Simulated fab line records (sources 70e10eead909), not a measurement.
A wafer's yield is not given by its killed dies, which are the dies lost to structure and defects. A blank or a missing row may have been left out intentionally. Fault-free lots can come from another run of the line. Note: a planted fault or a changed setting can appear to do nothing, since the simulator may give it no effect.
Comparing a struck lot with a sound one + flow nand-harc + 24 steps out of a route of 1159
Sound: these wafers, L693.1, L693.4, L693.5. Wafers L699.1, L699.2, L699.6 were the ones struck. The cause is named last.
At each step with rows: each side's tool, then ch and its chambers, then its first start. Under that, the readings that differ: sound wafers + struck wafers + difference of the means + sigmas: that difference in standard deviations of wafers without a fault.
alike: readings whose means differ by less than 2 such deviations, and words and numbers that are the same on both sides. not compared: withheld readings, readings that some wafer has no value for, bounds like >300 that may hide the same value, and numbers for which the record gives no deviation and whose values overlap.
A row with sigmas, a row that says differs or no value, or rows on one side alone: a step with any of these is where the two part. When numbers do not overlap yet have no deviation, they are printed without sigmas and do not part them. A reading missing from all wafers of one side parts the sides only when that side holds two or more wafers.

NHARC_A_M0_INSPECT_27:
  sound: defect-inspect-02 at day 19 12:36; struck: defect-inspect-02 at day 21 20:56
  alike: raw-defect-count
NHARC_A_M0_PRE_CLEAN_31: time 12 s.
  sound on pecvd-04 ch 0,1,2, day 19 12:41; struck on pecvd-02 ch 0,1, day 21 21:01
  alike: heater-power-w
NHARC_A_M0_DEP_32: deposits SiCN, target thk 30 nm.
  sound on pecvd-04 ch 0,1,2, day 19 12:47; struck on pecvd-02 ch 0,1, day 21 21:08
  alike: heater-power-w
then, 8 steps without rows for these wafers: NHARC_A_M1_DEP_00 (deposits SiOC, target thk 182.5 nm); NHARC_A_M1_DEHYDRATE_01 (time 120 s); NHARC_A_M1_HMDS_02 (time 30 s); NHARC_A_M1_COAT_34 (time 65 s); NHARC_A_M1_COAT_03 (resist thk 90 nm); NHARC_A_M1_SOFTBAKE_04 (time 55 s); NHARC_A_M1_EBR_05; NHARC_A_M1_EXPOSE_06 (exposes mask A M1, target cd 120 nm).
NHARC_A_M1_PEB_07: peb time 65 s.
  sound on litho-track-06 ch 0, day 19 13:55; struck on litho-track-06 ch 0, day 21 22:16
then, 1 step without rows for these wafers: NHARC_A_M1_DEVELOP_08 (develop time 35 s).
NHARC_A_M1_CD_MEAS_09 targets a cd of 120 nm.
  sound on cd-sem-01 ch 0, day 19 14:00; struck on cd-sem-03 ch 0, day 21 22:20
| reading    | sound             | struck            | difference | sigmas |
|------------|-------------------|-------------------|------------|--------|
| cd-nm (nm) | 119.6 119.6 119.4 | 127.2 127.2 127.3 | +7.7       | +13    |
NHARC_A_M1_OVL_MEAS_10: pitch 240 nm.
  sound: overlay-01 at day 19 14:05; struck: overlay-01 at day 21 22:26
  alike: overlay-x-nm, overlay-y-nm
NHARC_A_M1_INSPECT_11:
  sound: defect-inspect-01 at day 19 14:07; struck: defect-inspect-02 at day 21 22:28
  alike: raw-defect-count
NHARC_A_M1_DESCUM_14: chemistry O2, time 3 s.
  sound on rie-diel-11 ch 0,2, day 19 14:11; struck on rie-diel-02 ch 0,1,2, day 21 22:32
| reading               | sound             | struck            | difference | sigmas |
|-----------------------|-------------------|-------------------|------------|--------|
| model.A_M1.cd-nm (nm) | 119.1 119.4 119.2 | 127.4 127.9 127.8 | +8.5       |        |
  alike: drypump-motor-current-A, mfc-ar-sccm, oes-product-au, rf-vpp-V, showerhead-plenum-p-Torr, throttle-valve-pct
  not compared: rf-hours-counter-h
NHARC_A_M1_ETCH_35: etches the open film in N2/H2, target depth 40 nm, overetch 12 nm, time 43.94 s.
  sound on rie-diel-11 ch 0,1,2, day 19 14:16; struck on rie-diel-02 ch 2,3, day 21 22:37
  alike: drypump-motor-current-A, mfc-ar-sccm, oes-product-au, rf-vpp-V, showerhead-plenum-p-Torr, throttle-valve-pct
  not compared: rf-hours-counter-h
NHARC_A_M1_ETCH_15: etches the open film in C4F8/Ar, target depth 182.5 nm, time 91.2 s.
  sound on rie-diel-11 ch 0,2,3; struck on rie-diel-02 ch 1,3
  alike: oes-product-au, rf-vpp-V
  not compared: rf-hours-counter-h
NHARC_A_M1_CD_MEAS_16:
  sound: cd-sem-02 at day 19 14:29; struck: cd-sem-03 at day 21 22:50
| reading    | sound             | struck            | difference | sigmas |
|------------|-------------------|-------------------|------------|--------|
| cd-nm (nm) | 118.9 118.9 118.4 | 127.1 128.0 127.6 | +8.8       | +12    |
NHARC_A_M1_STRIP_18: strips in N2/H2.
  sound on rie-diel-11 ch 1,2,3, day 19 14:34; struck on rie-diel-03 ch 1,2,3, day 21 22:56
  alike: drypump-motor-current-A, mfc-ar-sccm, oes-product-au, rf-vpp-V, showerhead-plenum-p-Torr, throttle-valve-pct
  not compared: rf-hours-counter-h
NHARC_A_M1_ETCH_28: etches the open film in CF4/N2, target depth 30 nm, time 72.99 s.
  sound on rie-diel-11 ch 0,1,3; struck on rie-diel-03 ch 0,2,3
| reading               | sound           | struck            | difference | sigmas |
|-----------------------|-----------------|-------------------|------------|--------|
| model.A_M1.cd-nm (nm) | 118.5 119 118.9 | 127.7 127.6 127.6 | +8.8       |        |
  alike: drypump-motor-current-A, mfc-ar-sccm, oes-product-au, rf-vpp-V, showerhead-plenum-p-Torr, throttle-valve-pct
  not compared: rf-hours-counter-h
then, 1 step without rows for these wafers: NHARC_A_M1_STRIP_19 (strips in post etch residue remover, time 600 s).
NHARC_END_SORT_01:
  the record has rows for the struck wafers here (prober-01 ch 0, day 23 06:26) and none for the sound ones

## WHERE THEY PART
Earliest at NHARC_A_M1_CD_MEAS_09; latest, in this record, at NHARC_END_SORT_01.

WHY: the cause the simulator had injected
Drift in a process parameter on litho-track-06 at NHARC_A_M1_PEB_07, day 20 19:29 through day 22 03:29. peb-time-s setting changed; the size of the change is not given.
